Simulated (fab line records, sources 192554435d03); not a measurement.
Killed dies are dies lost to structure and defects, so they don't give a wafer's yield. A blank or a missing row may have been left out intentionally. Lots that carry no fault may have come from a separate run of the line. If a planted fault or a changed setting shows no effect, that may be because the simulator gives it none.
Which tool did it? / flow n5_finfet / 10 lots, 30 wafers sampled, at 5 steps of a route of 1938

== WHAT THE GAUGES READ, wafer by wafer ==
N5_DUMMY_GATE_CD_MEAS_24 targets a cd of 15 nm.
lot=L479; measured=day 3 01:43; on=cd_sem-02; cd_nm (nm)=14.8 14.5 14.9
lot=L481; measured=day 3 14:52; on=cd_sem-02; cd_nm (nm)=15.9 15.2 15.7
lot=L482; measured=day 3 19:14; on=cd_sem-02; cd_nm (nm)=14.5 14.8 15.0
lot=L484; measured=day 4 05:04; on=cd_sem-01; cd_nm (nm)=15.1 15.1 15.3
lot=L485; measured=day 4 12:15; on=cd_sem-03; cd_nm (nm)=15.2 14.7 14.5
lot=L487; measured=day 4 22:13; on=cd_sem-03; cd_nm (nm)=15.5 13.9 14.8
lot=L489; measured=day 5 14:29; on=cd_sem-03; cd_nm (nm)=15.0 15.0 14.4
lot=L491; measured=day 6 05:32; on=cd_sem-01; cd_nm (nm)=14.9 16.4 15.6
lot=L501; measured=day 8 12:47; on=cd_sem-02; cd_nm (nm)=14.7 14.7 15.4
lot=L502; measured=day 8 17:46; on=cd_sem-03; cd_nm (nm)=15.5 15.3 14.9

N5_BEOL_M4_RC_MEAS_101.
lot=L479; measured=day 7 22:57; on=prober-02; DIBL_N (mV/V)=37.0 36.5 36.5; DIBL_P (mV/V)=37.6 35.3 36.1; IOFF_N (nA/um)=0.15 0.13 0.13; IOFF_P (nA/um)=0.22 0.18 0.19; ION_N (uA/um)=676 657 660; ION_P (uA/um)=466 450 457; SS_N (mV/dec)=71.2 71.2 71.4; SS_P (mV/dec)=73.8 73.2 72.7; VT_N (mV)=250 253 252; VT_P (mV)=-250 -253 -251
lot=L481; measured=day 8 16:59; on=prober-02; DIBL_N (mV/V)=32.8 33.6 32.4; DIBL_P (mV/V)=33.2 34.1 32.9; IOFF_N (nA/um)=0.11 0.11 0.10; IOFF_P (nA/um)=0.14 0.14 0.13; ION_N (uA/um)=650 640 651; ION_P (uA/um)=452 435 444; SS_N (mV/dec)=70.8 70.8 70.5; SS_P (mV/dec)=72.9 73.1 72.6; VT_N (mV)=255 259 258; VT_P (mV)=-258 -259 -258
lot=L482; measured=day 9 05:14; on=prober-02; DIBL_N (mV/V)=35.8 37.4 35.5; DIBL_P (mV/V)=35.0 36.8 34.3; IOFF_N (nA/um)=0.13 0.16 0.13; IOFF_P (nA/um)=0.18 0.22 0.18; ION_N (uA/um)=661 669 669; ION_P (uA/um)=453 462 459; SS_N (mV/dec)=71.1 72.1 71.0; SS_P (mV/dec)=72.7 73.6 73.0; VT_N (mV)=251 252 252; VT_P (mV)=-252 -250 -251
lot=L484; measured=day 9 11:07; on=prober-01; DIBL_N (mV/V)=35.0 32.6 31.7; DIBL_P (mV/V)=36.6 33.3 31.5; IOFF_N (nA/um)=0.16 0.12 0.10; IOFF_P (nA/um)=0.20 0.16 0.14; ION_N (uA/um)=679 660 651; ION_P (uA/um)=461 455 448; SS_N (mV/dec)=71.9 71.3 71.0; SS_P (mV/dec)=73.5 72.5 72.5; VT_N (mV)=250 253 256; VT_P (mV)=-252 -255 -254
lot=L485; measured=day 9 12:15; on=prober-02; DIBL_N (mV/V)=35.1 37.4 38.2; DIBL_P (mV/V)=36.0 37.4 37.8; IOFF_N (nA/um)=0.15 0.18 0.18; IOFF_P (nA/um)=0.20 0.23 0.24; ION_N (uA/um)=675 683 668; ION_P (uA/um)=460 466 467; SS_N (mV/dec)=71.0 71.9 73.1; SS_P (mV/dec)=73.3 74.1 73.8; VT_N (mV)=249 248 248; VT_P (mV)=-250 -251 -249
lot=L487; measured=day 9 13:34; on=prober-02; DIBL_N (mV/V)=29.2 32.0 29.4; DIBL_P (mV/V)=32.2 34.6 32.1; IOFF_N (nA/um)=0.08 0.10 0.08; IOFF_P (nA/um)=0.10 0.11 0.09; ION_N (uA/um)=621 614 606; ION_P (uA/um)=417 399 404; SS_N (mV/dec)=71.2 71.7 71.2; SS_P (mV/dec)=72.1 73.8 72.7; VT_N (mV)=258 258 261; VT_P (mV)=-266 -269 -270
lot=L489; measured=day 10 09:46; on=prober-01; DIBL_N (mV/V)=35.1 33.3 36.9; DIBL_P (mV/V)=35.3 33.8 37.2; IOFF_N (nA/um)=0.13 0.11 0.16; IOFF_P (nA/um)=0.17 0.15 0.20; ION_N (uA/um)=665 658 675; ION_P (uA/um)=456 457 459; SS_N (mV/dec)=70.7 70.6 72.0; SS_P (mV/dec)=72.8 73.1 73.7; VT_N (mV)=253 255 251; VT_P (mV)=-254 -257 -251
lot=L491; measured=day 11 13:04; on=prober-01; DIBL_N (mV/V)=30.8 26.4 28.4; DIBL_P (mV/V)=31.9 26.4 29.0; IOFF_N (nA/um)=0.09 0.05 0.07; IOFF_P (nA/um)=0.12 0.08 0.10; ION_N (uA/um)=612 593 602; ION_P (uA/um)=419 409 416; SS_N (mV/dec)=70.4 69.3 68.6; SS_P (mV/dec)=72.8 70.9 72.2; VT_N (mV)=258 264 264; VT_P (mV)=-263 -266 -263
lot=L501; measured=day 13 22:01; on=prober-01; DIBL_N (mV/V)=38.1 37.9 35.8; DIBL_P (mV/V)=39.6 38.2 37.0; IOFF_N (nA/um)=0.19 0.18 0.15; IOFF_P (nA/um)=0.26 0.23 0.20; ION_N (uA/um)=677 696 674; ION_P (uA/um)=462 474 464; SS_N (mV/dec)=72.5 72.1 71.2; SS_P (mV/dec)=74.5 74.2 74.0; VT_N (mV)=246 249 251; VT_P (mV)=-246 -248 -251
lot=L502; measured=day 14 01:53; on=prober-02; DIBL_N (mV/V)=34.6 36.8 36.9; DIBL_P (mV/V)=33.6 35.7 35.7; IOFF_N (nA/um)=0.13 0.17 0.16; IOFF_P (nA/um)=0.20 0.23 0.23; ION_N (uA/um)=674 690 682; ION_P (uA/um)=473 475 473; SS_N (mV/dec)=70.6 71.4 71.3; SS_P (mV/dec)=72.7 73.0 72.5; VT_N (mV)=250 249 253; VT_P (mV)=-251 -247 -247

== EACH LOT AND THE TOOL THAT RAN IT (in order: tool; ch and the chambers of the sampled wafers; start) ==
lot=L479; N5_DUMMY_GATE_TRIM_49=rie_si-02 ch 0,1,2, day 3 00:49; N5_SPACER0_ALD_07=ald_sin-02 ch 1,2,3, day 3 02:09; N5_SPACER0_ALD_08=ald_sin-02 ch 1,2,3, day 3 02:34
lot=L481; N5_DUMMY_GATE_TRIM_49=rie_si-04 ch 1,2,3, day 3 14:13; N5_SPACER0_ALD_07=ald_sin-04 ch 0,2,3, day 3 15:11; N5_SPACER0_ALD_08=ald_sin-04 ch 0,2,3, day 3 15:36
lot=L482; N5_DUMMY_GATE_TRIM_49=rie_si-04 ch 0,3, day 3 18:35; N5_SPACER0_ALD_07=ald_sin-03 ch 0,1,3, day 3 20:06; N5_SPACER0_ALD_08=ald_sin-03 ch 0,1,3, day 3 20:31
lot=L484; N5_DUMMY_GATE_TRIM_49=rie_si-04 ch 1,2,3, day 4 04:25; N5_SPACER0_ALD_07=ald_sin-02 ch 1,2,3, day 4 05:23; N5_SPACER0_ALD_08=ald_sin-02 ch 1,2,3, day 4 05:47
lot=L485; N5_DUMMY_GATE_TRIM_49=rie_si-02 ch 2,3, day 4 11:36; N5_SPACER0_ALD_07=ald_sin-03 ch 0,1,3, day 4 12:43; N5_SPACER0_ALD_08=ald_sin-03 ch 0,1,3, day 4 13:07
lot=L487; N5_DUMMY_GATE_TRIM_49=rie_si-02 ch 0,2,3, day 4 21:34; N5_SPACER0_ALD_07=ald_sin-03 ch 0,2, day 4 23:46; N5_SPACER0_ALD_08=ald_sin-03 ch 0,2, day 5 00:10
lot=L489; N5_DUMMY_GATE_TRIM_49=rie_si-02 ch 0,1,2, day 5 13:33; N5_SPACER0_ALD_07=ald_sin-04 ch 0,1,3, day 5 14:55; N5_SPACER0_ALD_08=ald_sin-04 ch 0,1,3, day 5 15:19
lot=L491; N5_DUMMY_GATE_TRIM_49=rie_si-04 ch 0,1,2, day 6 04:54; N5_SPACER0_ALD_07=ald_sin-04 ch 1,2,3, day 6 05:59; N5_SPACER0_ALD_08=ald_sin-04 ch 1,2,3, day 6 06:23
lot=L501; N5_DUMMY_GATE_TRIM_49=rie_si-02 ch 0,1,2, day 8 12:01; N5_SPACER0_ALD_07=ald_sin-02 ch 0,3, day 8 15:23; N5_SPACER0_ALD_08=ald_sin-02 ch 0,3, day 8 15:48
lot=L502; N5_DUMMY_GATE_TRIM_49=rie_si-01 ch 0,1,3, day 8 17:07; N5_SPACER0_ALD_07=ald_sin-02 ch 0,3, day 8 18:04; N5_SPACER0_ALD_08=ald_sin-02 ch 0,3, day 8 18:29
- N5_DUMMY_GATE_TRIM_49: chemistry O2, time 29 s, target cd 14 nm.
- N5_SPACER0_ALD_07: deposits SiNx, target thk 2 nm.
- N5_SPACER0_ALD_08: deposits SiNx, target thk 2 nm.

== WHAT THE TOOLS THEMSELVES READ (means of the sampled wafers that have a number; where no wafer has one, the mark that the record gives instead) ==
N5_DUMMY_GATE_TRIM_49.
lot=L479; tool=rie_si-02; drypump_motor_current_A (A)=5.9; oes_product_au (a.u.)=0.986; throttle_valve_pct (%)=8.26
lot=L481; tool=rie_si-04; drypump_motor_current_A (A)=5.8; oes_product_au (a.u.)=0.995; throttle_valve_pct (%)=8.13
lot=L482; tool=rie_si-04; drypump_motor_current_A (A)=5.6; oes_product_au (a.u.)=1.013; throttle_valve_pct (%)=8.26
lot=L484; tool=rie_si-04; drypump_motor_current_A (A)=5.8; oes_product_au (a.u.)=0.997; throttle_valve_pct (%)=8.14
lot=L485; tool=rie_si-02; drypump_motor_current_A (A)=5.8; oes_product_au (a.u.)=1.007; throttle_valve_pct (%)=8.07
lot=L487; tool=rie_si-02; drypump_motor_current_A (A)=5.7; oes_product_au (a.u.)=0.998; throttle_valve_pct (%)=8.18
lot=L489; tool=rie_si-02; drypump_motor_current_A (A)=5.9; oes_product_au (a.u.)=0.997; throttle_valve_pct (%)=8.16
lot=L491; tool=rie_si-04; drypump_motor_current_A (A)=5.9; oes_product_au (a.u.)=1.007; throttle_valve_pct (%)=8.12
lot=L501; tool=rie_si-02; drypump_motor_current_A (A)=5.9; oes_product_au (a.u.)=0.995; throttle_valve_pct (%)=8.17
lot=L502; tool=rie_si-01; drypump_motor_current_A (A)=5.2; oes_product_au (a.u.)=1.013; throttle_valve_pct (%)=8.24

N5_SPACER0_ALD_07.
lot=L479; tool=ald_sin-02; heater_power_w (W)=827
lot=L481; tool=ald_sin-04; heater_power_w (W)=882
lot=L482; tool=ald_sin-03; heater_power_w (W)=827
lot=L484; tool=ald_sin-02; heater_power_w (W)=839
lot=L485; tool=ald_sin-03; heater_power_w (W)=838
lot=L487; tool=ald_sin-03; heater_power_w (W)=916
lot=L489; tool=ald_sin-04; heater_power_w (W)=908
lot=L491; tool=ald_sin-04; heater_power_w (W)=862
lot=L501; tool=ald_sin-02; heater_power_w (W)=816
lot=L502; tool=ald_sin-02; heater_power_w (W)=816

N5_SPACER0_ALD_08.
lot=L479; tool=ald_sin-02; heater_power_w (W)=827
lot=L481; tool=ald_sin-04; heater_power_w (W)=897
lot=L482; tool=ald_sin-03; heater_power_w (W)=820
lot=L484; tool=ald_sin-02; heater_power_w (W)=832
lot=L485; tool=ald_sin-03; heater_power_w (W)=830
lot=L487; tool=ald_sin-03; heater_power_w (W)=922
lot=L489; tool=ald_sin-04; heater_power_w (W)=899
lot=L491; tool=ald_sin-04; heater_power_w (W)=866
lot=L501; tool=ald_sin-02; heater_power_w (W)=819
lot=L502; tool=ald_sin-02; heater_power_w (W)=816

== THE ANSWER, worked out from the rows above alone ==
Rule: usual is defined by the lots themselves. Put in order of their means at a reading, lots are off if they are a third of the lots or fewer, leave a main group of 4 or more, and stand apart from it by a gap of 3 or more times the standard deviation of the main group's means; of several such gaps the widest counts. A main group is skipped when, at the precision printed for the reading in the tables above, its means are all equal. Also off: a lot with no number at a reading for which 4 or more lots have one. All remaining lots with rows at the step are treated as sound. First the gauges in route order, then the tools' own readings, where a lot's mean is used as printed above. At the first step where some lot is off, the reading lying furthest off is the one used; lots without a number count as furthest.
Off: L487, L491, at N5_BEOL_M4_RC_MEAS_101 (ION_P). The main group: mean 460 uA/um, standard deviation 8.4.
If a tool, at a process step before that reading, ran all the lots that are off and no sound lot after the first of them, it fits. The gauges at N5_BEOL_M4_RC_MEAS_101 are tried like those tools. Not one of the candidates tried fits.

== WHAT THE SIMULATOR PUT IN ==
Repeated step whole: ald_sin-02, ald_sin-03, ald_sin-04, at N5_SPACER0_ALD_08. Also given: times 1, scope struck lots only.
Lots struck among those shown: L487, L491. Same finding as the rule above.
